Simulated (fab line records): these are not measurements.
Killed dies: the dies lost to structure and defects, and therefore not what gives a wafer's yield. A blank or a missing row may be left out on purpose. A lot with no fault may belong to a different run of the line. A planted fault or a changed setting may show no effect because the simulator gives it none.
The same fault as seen by 2 desks + flow n5Finfet + each desk has only its own numbers; what lay behind them comes last

## TOOL OWNER'S DESK, rieDiel-02
The tool's own readings at N5_BEOL_M0_SAQP_ETCH_73 (etches SiARC in CF4, target depth 19.5 nm, time 32.5 s): means of the sampled wafers that have a number, for each lot that ran on this tool. A lot is out of limits, marked OUT, if its mean lies more than 4 standard deviations from the usual mean; the brackets give that distance. Shown here are 7 of its 8 readings, the ones lying furthest out on some lot.
Columns: A = biasW at N5_BEOL_M0_SAQP_ETCH_73, usual 36.00 W; B = cf4FlowSccm at N5_BEOL_M0_SAQP_ETCH_73, usual 100.0 sccm; C = etchRfOnTimeS at N5_BEOL_M0_SAQP_ETCH_73, usual 32.8 s; D = oesProductAu at N5_BEOL_M0_SAQP_ETCH_73, usual 0.66 a.u.; E = rfVppV at N5_BEOL_M0_SAQP_ETCH_73, usual 184.1 V; F = showerheadPlenumPTorr at N5_BEOL_M0_SAQP_ETCH_73, usual 2.15 Torr; G = throttleValvePct at N5_BEOL_M0_SAQP_ETCH_73, usual 15.63 %
| lot  | first seen here | A     | B     | C    | D    | E     | F    | G     |
|------|-----------------|-------|-------|------|------|-------|------|-------|
| L322 | day 6 21:28     | 36.08 | 99.9  | 32.9 | 0.64 | 184.1 | 2.20 | 15.53 |
| L323 | day 7 06:12     | 36.00 | 100.3 | 33.5 | 0.63 | 183.3 | 2.09 | 15.49 |
Result from this desk: across the 2 lots, nothing is out of limits.

## THE METROLOGY DESK
Means of the sampled wafers that have a number, per lot and without regard to the tool the lot ran on: this is what the gauges read. A lot is out of limits, marked OUT, if its mean lies more than 4 standard deviations from the usual mean; the brackets give that distance. Shown here are 7 of its 10 readings, the ones lying furthest out on some lot.
Columns: A = DIBL_N at N5_BEOL_M4_RC_MEAS_101, usual 36.4 mV/V; B = DIBL_P at N5_BEOL_M4_RC_MEAS_101, usual 36 mV/V; C = IOFF_P at N5_BEOL_M4_RC_MEAS_101, usual 0.21 nA/um; D = ION_P at N5_BEOL_M4_RC_MEAS_101, usual 464 uA/um; E = SS_P at N5_BEOL_M4_RC_MEAS_101, usual 73.3 mV/dec; F = VT_N at N5_BEOL_M4_RC_MEAS_101, usual 250 mV; G = VT_P at N5_BEOL_M4_RC_MEAS_101, usual -251 mV
| lot  | first seen here | A    | B  | C    | D   | E    | F   | G    |
|------|-----------------|------|----|------|-----|------|-----|------|
| L322 | day 9 14:45     | 34.4 | 33 | 0.17 | 462 | 72.0 | 251 | -253 |
| L323 | day 10 00:55    | 34.4 | 34 | 0.16 | 459 | 72.5 | 251 | -254 |
| L328 | day 10 22:13    | 36.9 | 37 | 0.21 | 468 | 73.7 | 247 | -250 |
| L339 | day 14 04:37    | 37.0 | 38 | 0.23 | 469 | 73.6 | 246 | -251 |
| L340 | day 14 07:22    | 39.2 | 37 | 0.21 | 457 | 73.4 | 250 | -254 |
| L341 | day 14 07:26    | 31.1 | 31 | 0.11 | 446 | 71.4 | 258 | -261 |
Result from this desk: across the 6 lots, nothing is out of limits.

## BROUGHT TOGETHER
The tool owner's desk saw nothing out of limits.
Metrology desk: nothing out of limits seen.

## WHAT THE SIMULATOR PUT IN
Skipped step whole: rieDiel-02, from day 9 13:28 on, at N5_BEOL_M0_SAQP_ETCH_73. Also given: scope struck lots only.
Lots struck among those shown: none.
